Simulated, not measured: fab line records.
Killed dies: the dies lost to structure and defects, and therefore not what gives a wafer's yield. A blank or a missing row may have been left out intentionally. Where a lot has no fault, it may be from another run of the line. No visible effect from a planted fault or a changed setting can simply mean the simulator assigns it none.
Check for tools in common + flow n5Finfet + 30 wafers sampled across 10 lots

WHAT PROMPTED THE OPENING
On 2 of the 10 lots, a flag is raised at N5_BEOL_M12_INSPECT_55 on the reading rawDefectCount. No-fault wafers: 69, standard deviation 19.
Rule: a lot is flagged when every wafer of it that has a number lies more than 4 standard deviations from that mean, or none has a number. As for the other lots, they are considered sound.

| lot  | measured     | on               | rawDefectCount, wafer by wafer | flag    |
|------|--------------|------------------|--------------------------------|---------|
| L966 | day 11 12:28 | defectInspect-01 | 71 93 73                       |         |
| L965 | day 11 15:40 | defectInspect-01 | 79 76 77                       |         |
| L968 | day 11 21:58 | defectInspect-01 | 107 91 76                      |         |
| L969 | day 12 03:44 | defectInspect-02 | 82 131 84                      |         |
| L970 | day 12 08:13 | defectInspect-02 | 76 66 53                       |         |
| L974 | day 13 01:47 | defectInspect-02 | 50 41 68                       |         |
| L980 | day 15 03:26 | defectInspect-02 | 83 62 82                       |         |
| L981 | day 15 08:55 | defectInspect-01 | 291 307 333                    | FLAGGED |
| L982 | day 15 11:13 | defectInspect-01 | 336 365 333                    | FLAGGED |
| L987 | day 16 18:52 | defectInspect-01 | 67 68 73                       |         |
The mean of the flagged lots' numbers is 328, +258 from the usual (+14 standard deviations).

LOT BY LOT: THE TOOL USED
Before the reading, the record contains 3 process steps out of a 1938-step route. Every cell lists first the tool, next ch and the chambers used by the sampled wafers, and last the start.
| lot  | flag    | N5_BEOL_M12_ETCH_68               | N5_BEOL_M12_DEGAS_41        | N5_BEOL_M12_DEP_53              |
|------|---------|-----------------------------------|-----------------------------|---------------------------------|
| L966 |         | rieDiel-01 ch 2,3, day 11 05:11   | pvdSputter-01, day 11 11:14 | pecvd-01 ch 0,2, day 11 12:23   |
| L965 |         | rieDiel-04 ch 0,2, day 11 05:31   | pvdSputter-03, day 11 14:25 | pecvd-01 ch 1,2, day 11 15:35   |
| L968 |         | rieDiel-04 ch 0,1,3, day 11 20:01 | pvdSputter-01, day 11 20:43 | pecvd-01 ch 0,2, day 11 21:52   |
| L969 |         | rieDiel-04 ch 0,1,3, day 11 23:17 | pvdSputter-03, day 12 02:25 | pecvd-04 ch 1,2, day 12 03:39   |
| L970 |         | rieDiel-04 ch 2,3, day 12 00:52   | pvdSputter-03, day 12 02:56 | pecvd-04 ch 0,1, day 12 08:07   |
| L974 |         | rieDiel-05 ch 0,2, day 12 20:47   | pvdSputter-03, day 13 00:31 | pecvd-01 ch 1,2, day 13 01:41   |
| L980 |         | rieDiel-04 ch 0,1,3, day 14 23:23 | pvdSputter-01, day 15 01:59 | pecvd-01 ch 0,1,2, day 15 03:21 |
| L981 | FLAGGED | rieDiel-04 ch 0,3, day 15 03:33   | pvdSputter-01, day 15 07:32 | pecvd-01 ch 0,1,2, day 15 08:50 |
| L982 | FLAGGED | rieDiel-05 ch 0,2, day 15 04:09   | pvdSputter-01, day 15 09:55 | pecvd-01 ch 0,1,2, day 15 11:07 |
| L987 |         | rieDiel-01 ch 2,3, day 16 15:37   | pvdSputter-02, day 16 17:38 | pecvd-02 ch 0,1,2, day 16 18:47 |
What the steps here do:
- N5_BEOL_M12_ETCH_68: etches SOC in N2/H2, time 285 s.
- N5_BEOL_M12_DEGAS_41: time 60 s.
- N5_BEOL_M12_DEP_53: deposits SiCN from 3MS/NH3, target thk 30 nm, time 10.5 s.
- N5_BEOL_M12_INSPECT_55: inspects for defects (darkfield).

FLAGGED OVER TOTAL, TOOL BY TOOL (the gauges that took the reading come last)
| step                   | tool             | lots run | flagged | share of the flagged lots | sound lots run after its first flagged lot |
|------------------------|------------------|----------|---------|---------------------------|--------------------------------------------|
| N5_BEOL_M12_ETCH_68    | rieDiel-01       | 2        | 0       | none                      | -                                          |
| N5_BEOL_M12_ETCH_68    | rieDiel-04       | 6        | 1       | some                      | 0                                          |
| N5_BEOL_M12_ETCH_68    | rieDiel-05       | 2        | 1       | some                      | 0                                          |
| N5_BEOL_M12_DEGAS_41   | pvdSputter-01    | 5        | 2       | all                       | 0                                          |
| N5_BEOL_M12_DEGAS_41   | pvdSputter-02    | 1        | 0       | none                      | -                                          |
| N5_BEOL_M12_DEGAS_41   | pvdSputter-03    | 4        | 0       | none                      | -                                          |
| N5_BEOL_M12_DEP_53     | pecvd-01         | 7        | 2       | all                       | 0                                          |
| N5_BEOL_M12_DEP_53     | pecvd-02         | 1        | 0       | none                      | -                                          |
| N5_BEOL_M12_DEP_53     | pecvd-04         | 2        | 0       | none                      | -                                          |
| N5_BEOL_M12_INSPECT_55 | defectInspect-01 | 6        | 2       | all                       | 1 (L987)                                   |
| N5_BEOL_M12_INSPECT_55 | defectInspect-02 | 4        | 0       | none                      | -                                          |

WHAT THE TABLE ALLOWS
Rows of the table that ran every flagged lot, 3 in all: pvdSputter-01 at N5_BEOL_M12_DEGAS_41, pecvd-01 at N5_BEOL_M12_DEP_53, defectInspect-01 at N5_BEOL_M12_INSPECT_55.
- pvdSputter-01 at N5_BEOL_M12_DEGAS_41: 2 of its 5 lots flagged. A fault beginning between L980 (day 15 01:59), its last sound lot, and L981 (day 15 07:32), its first flagged one, fits the data.
- pecvd-01 at N5_BEOL_M12_DEP_53: 2 of its 7 lots flagged. A fault beginning between L980 (day 15 03:21), its last sound lot, and L981 (day 15 08:50), its first flagged one, fits the data.
- defectInspect-01 at N5_BEOL_M12_INSPECT_55: 2 of its 6 lots flagged. After the first flagged lot (L987), sound lots still ran on it; a lasting fault on the whole tool would not permit that.
These 2 tools cannot be told apart by counting lots, since each of them fits a fault that started at some hour. More lots, or a look at what each step does to the wafer, might.

WHAT HAD BEEN PUT IN BY THE SIMULATOR
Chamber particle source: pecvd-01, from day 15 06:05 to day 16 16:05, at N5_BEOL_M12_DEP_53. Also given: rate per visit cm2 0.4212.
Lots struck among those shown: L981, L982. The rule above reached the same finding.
